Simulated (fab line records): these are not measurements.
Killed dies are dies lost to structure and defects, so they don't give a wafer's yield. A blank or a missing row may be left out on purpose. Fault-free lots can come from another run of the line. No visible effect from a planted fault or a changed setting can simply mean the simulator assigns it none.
Matching of chambers -- flow n5Finfet -- N5_SDB_CMP_30 on cmp-03 has 4 sister chambers
The step polishes, stops on poly-Si, t overpolish 1.54 s, target thk 30 nm. 7 wafers are shown with their chamber, then 8 later ones without.

## WAFERS PAIRED WITH THEIR CHAMBERS
wafer,chamber,motorCurrentA (A),overpolishRunS (s)
L086.2,0,11.0,1.534
L087.3,2,12.8,1.527
L087.4,1,12.6,1.542
L093.1,2,12.1,1.546
L093.4,3,10.0,1.547
L093.6,3,9.5,1.532
L094.3,1,12.2,1.554

## WAFERS WITHOUT THEIR CHAMBER
wafer,motorCurrentA (A),overpolishRunS (s)
L094.5,11.4,1.553
L094.6,9.6,1.537
L095.3,13.0,1.543
L095.5,10.0,1.536
L095.6,11.2,1.539
L096.1,13.0,1.532
L096.4,11.5,1.529
L096.5,12.0,1.527

## CHAMBER TAKEN BY EACH
wafer,from the rows above,in truth
L094.5,can't be placed: 0 or 1 or 2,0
L094.6,3,3
L095.3,can't be placed: 2 or 1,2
L095.5,can't be placed: 3 or 0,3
L095.6,0,0
L096.1,can't be placed: 2 or 1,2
L096.4,can't be placed: 0 or 2 or 1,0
L096.5,can't be placed: 2 or 1 or 0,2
Correctly placed: 2 of 8. Unplaceable from these rows: 6, with the true chamber sitting among the candidates in 6. 0 placed wrongly.
How it was worked out, from the rows above alone: a wafer's distance from a chamber is the root of the sum, over the readings, of the square of ((its reading less the chamber's mean) divided by the reading's scatter). If the next closest chamber is less than 2 further off than the closest, the wafer can't be placed; otherwise it belongs to the closest. The mean given for a chamber averages the wafers shown for that chamber. The scatter: take each reading less its chamber's mean, square it, sum over the shown wafers, divide by the number of wafers less the number of chambers, and take the root.
